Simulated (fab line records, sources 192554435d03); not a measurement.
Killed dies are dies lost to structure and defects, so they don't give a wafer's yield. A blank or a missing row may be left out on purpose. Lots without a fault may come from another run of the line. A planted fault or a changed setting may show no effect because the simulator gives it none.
Chamber matching | flow n5_finfet | N5_BEOL_M11_VIA_ETCH_34 on rie_diel-05: 4 sister chambers
The step etches SiCOH lowk in C4F6/O2, target depth 184.5 nm, time 69.2 s. 4 wafers are shown with their chamber, then 8 later ones without.

WAFERS WITH THEIR CHAMBER
wafer  | chamber | rf_vpp_V (V)
L077.3 | 1       | 650
L083.3 | 0       | 691
L083.6 | 3       | 667
L090.3 | 2       | 657

WAFERS WITHOUT THEIR CHAMBER
wafer  | rf_vpp_V (V)
L090.4 | 693
L090.6 | 694
L096.1 | 656
L096.2 | 667
L096.5 | 690
L093.2 | 693
L093.3 | 666
L093.6 | 667

WHICH CHAMBER EACH WENT THROUGH
wafer  | from the rows above | in truth
L090.4 | 0                   | 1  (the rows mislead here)
L090.6 | 0                   | 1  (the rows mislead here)
L096.1 | 2                   | 2
L096.2 | 3                   | 3
L096.5 | 0                   | 0
L093.2 | 0                   | 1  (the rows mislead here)
L093.3 | 3                   | 3
L093.6 | 3                   | 3
Placed correctly: 5 of 8. Can't be placed from these rows: 0. Placed wrongly: 3.
How it was worked out, from the rows above alone: a wafer's distance from a chamber is the root of the sum, over the readings, of the square of ((its reading less the chamber's mean) divided by the reading's scatter). The wafer belongs to the nearest chamber; if the next one is less than 2 further off, it can't be placed. A chamber's mean is the mean of its shown wafers. The scatter: with one shown wafer a chamber, the root of the mean of the squares of how far each hidden wafer lies from its nearest shown one.
